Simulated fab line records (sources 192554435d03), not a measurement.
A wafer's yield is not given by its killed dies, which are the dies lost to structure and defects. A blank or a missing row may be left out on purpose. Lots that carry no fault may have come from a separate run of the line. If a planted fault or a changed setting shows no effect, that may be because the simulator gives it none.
Split-lot experiment :: flow n5Finfet :: route with 1938 steps; 7 lots, 21 wafers read

## SPLIT DETAILS
At N5_FIN_CUT_COAT_18 (time 60 s, resist thk 230 nm), the setting spinRpm was moved away from the recipe's 1500 rpm on 2 of the 21 wafers read, by -6.1% to +3.4%. All remaining wafers had this setting at the recipe value.

## FROM THE SPLIT TO THE READING: what the file shows between them, 6 steps
- N5_FIN_CUT_EXPOSE_05: exposes mask FIN CUT (also split here: doseMj)
- N5_FIN_CUT_PEB_06: peb time 60 s
- N5_FIN_CUT_DEVELOP_07: develop time 30 s
- N5_FIN_CUT_DESCUM_13: chemistry O2, time 7 s
- N5_FIN_CUT_ETCH_30: etches underlayer in N2/H2, target depth 13 nm, time 10.4 s
- N5_FIN_CUT_ETCH_20: etches SiARC in CF4, target depth 26 nm, time 43.3 s

## THE READING
etch.depthNm (the simulator's own value, which no gauge read), in nm, at N5_FIN_CUT_ETCH_21 (etches SOC in N2/H2, target depth 219 nm, overetch 43.8 nm, time 523.5 s). The file gives no usual value for it. Across the 19 wafers here that went through the recipe, the average is 230.5 nm and the standard deviation 0.81 nm.

wafer: L075.1
tool, chamber at the split: lithoTrack-01, 0
spinRpm as run, rpm: 1500
against the recipe: recipe
etch.depthNm, nm: 230.9
against lot-mates on the recipe: -

wafer: L075.2
tool, chamber at the split: lithoTrack-01, 0
spinRpm as run, rpm: 1500
against the recipe: recipe
etch.depthNm, nm: 230.1
against lot-mates on the recipe: -

wafer: L075.5
tool, chamber at the split: lithoTrack-01, 0
spinRpm as run, rpm: 1500
against the recipe: recipe
etch.depthNm, nm: 230.6
against lot-mates on the recipe: -

wafer: L080.2
tool, chamber at the split: lithoTrack-02, 0
spinRpm as run, rpm: 1500
against the recipe: recipe
etch.depthNm, nm: 228.7
against lot-mates on the recipe: -

wafer: L080.6
tool, chamber at the split: lithoTrack-02, 0
spinRpm as run, rpm: 1500
against the recipe: recipe
etch.depthNm, nm: 228.7
against lot-mates on the recipe: -

wafer: L080.5
tool, chamber at the split: lithoTrack-02, 0
spinRpm as run, rpm: 1408
against the recipe: -6.1%
etch.depthNm, nm: 236
against lot-mates on the recipe: +7.3

wafer: L081.1
tool, chamber at the split: lithoTrack-01, 0
spinRpm as run, rpm: 1500
against the recipe: recipe
etch.depthNm, nm: 231
against lot-mates on the recipe: -

wafer: L081.3
tool, chamber at the split: lithoTrack-01, 0
spinRpm as run, rpm: 1500
against the recipe: recipe
etch.depthNm, nm: 231.2
against lot-mates on the recipe: -

wafer: L081.5
tool, chamber at the split: lithoTrack-01, 0
spinRpm as run, rpm: 1551
against the recipe: +3.4%
etch.depthNm, nm: 227.1
against lot-mates on the recipe: -4.0

wafer: L084.1
tool, chamber at the split: lithoTrack-01, 0
spinRpm as run, rpm: 1500
against the recipe: recipe
etch.depthNm, nm: 230.8
against lot-mates on the recipe: -

wafer: L084.2
tool, chamber at the split: lithoTrack-01, 0
spinRpm as run, rpm: 1500
against the recipe: recipe
etch.depthNm, nm: 230
against lot-mates on the recipe: -

wafer: L084.3
tool, chamber at the split: lithoTrack-01, 0
spinRpm as run, rpm: 1500
against the recipe: recipe
etch.depthNm, nm: 230
against lot-mates on the recipe: -

wafer: L088.2
tool, chamber at the split: lithoTrack-02, 0
spinRpm as run, rpm: 1500
against the recipe: recipe
etch.depthNm, nm: 231.3
against lot-mates on the recipe: -

wafer: L088.3
tool, chamber at the split: lithoTrack-02, 0
spinRpm as run, rpm: 1500
against the recipe: recipe
etch.depthNm, nm: 231.3
against lot-mates on the recipe: -

wafer: L088.5
tool, chamber at the split: lithoTrack-02, 0
spinRpm as run, rpm: 1500
against the recipe: recipe
etch.depthNm, nm: 231
against lot-mates on the recipe: -

wafer: L092.1
tool, chamber at the split: lithoTrack-01, 0
spinRpm as run, rpm: 1500
against the recipe: recipe
etch.depthNm, nm: 231.5
against lot-mates on the recipe: -

wafer: L092.4
tool, chamber at the split: lithoTrack-01, 0
spinRpm as run, rpm: 1500
against the recipe: recipe
etch.depthNm, nm: 230.9
against lot-mates on the recipe: -

wafer: L092.5
tool, chamber at the split: lithoTrack-01, 0
spinRpm as run, rpm: 1500
against the recipe: recipe
etch.depthNm, nm: 231.6
against lot-mates on the recipe: -

wafer: L096.1
tool, chamber at the split: lithoTrack-01, 0
spinRpm as run, rpm: 1500
against the recipe: recipe
etch.depthNm, nm: 229.9
against lot-mates on the recipe: -

wafer: L096.2
tool, chamber at the split: lithoTrack-01, 0
spinRpm as run, rpm: 1500
against the recipe: recipe
etch.depthNm, nm: 230.1
against lot-mates on the recipe: -

wafer: L096.3
tool, chamber at the split: lithoTrack-01, 0
spinRpm as run, rpm: 1500
against the recipe: recipe
etch.depthNm, nm: 230.4
against lot-mates on the recipe: -

FIT RESULTS
A straight line over all 21 wafers: etch.depthNm changes by -0.921 nm for each +1% of spinRpm; r = -0.88; the points scatter about the line by 0.82 nm.
The same after taking each lot's own level away (the mean of its wafers on the recipe; 21 wafers): -1.19 nm for each +1%; r = -0.99; scatter 0.26 nm.
That fit puts the effect of the largest move of spinRpm on the reading at 7.3 nm.
Measured against the standard deviation above, the lots' own levels, which go from 228.70 to 231.33 nm, span 3.2 times it.
So the lot-to-lot level changes the slope: the two fits differ.
Check: with one of the wafers moved furthest among these (-6.1%) left out of the fit, the line predicts +7.22 nm for it against its lot-mates. It came out at +7.3 nm against them.

## ADDITIONAL SPLITS CARRIED BY THESE WAFERS
These wafers also went through other splits before the reading. Each is held against what the fit with the lots' levels taken away leaves over:
other split on the same wafers: N5_WELL_APT_COAT_02 spinRpm
wafers away from the commonest value: 7
r with etch.depthNm (lot level and that fit taken away): +0.03

other split on the same wafers: N5_WELL_APT_PEB_06 pebTimeS
wafers away from the commonest value: 4
r with etch.depthNm (lot level and that fit taken away): +0.08

other split on the same wafers: N5_WELL_APT_COAT_19 spinRpm
wafers away from the commonest value: 7
r with etch.depthNm (lot level and that fit taken away): -0.07

other split on the same wafers: N5_FIN_SAQP_COAT_68 spinRpm
wafers away from the commonest value: 7
r with etch.depthNm (lot level and that fit taken away): +0.07

other split on the same wafers: N5_FIN_CUT_EXPOSE_05 doseMj
wafers away from the commonest value: 4
r with etch.depthNm (lot level and that fit taken away): +0.36

## THE WHOLE CHAIN: every reading that the file lists as answering this split, in the file's order
step: N5_FIN_CUT_COAT_18
what it does: time 60 s, resist thk 230 nm
reading: SOC_of_FIN_CUT_COAT_18.thkNm (the simulator's own value, which no gauge read)
change (the file's fit): -1.18 nm for each +1% of the setting
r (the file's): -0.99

step: N5_FIN_CUT_ETCH_21
what it does: etches SOC in N2/H2, target depth 219 nm, overetch 43.8 nm, time 523.5 s
reading: etch.depthNm (the simulator's own value, which no gauge read)
change (the file's fit): -1.18 nm for each +1% of the setting
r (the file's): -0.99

## THE FILE'S OWN FIT
etch.depthNm changes by -1.18 nm for each +1% of spinRpm, r = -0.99.
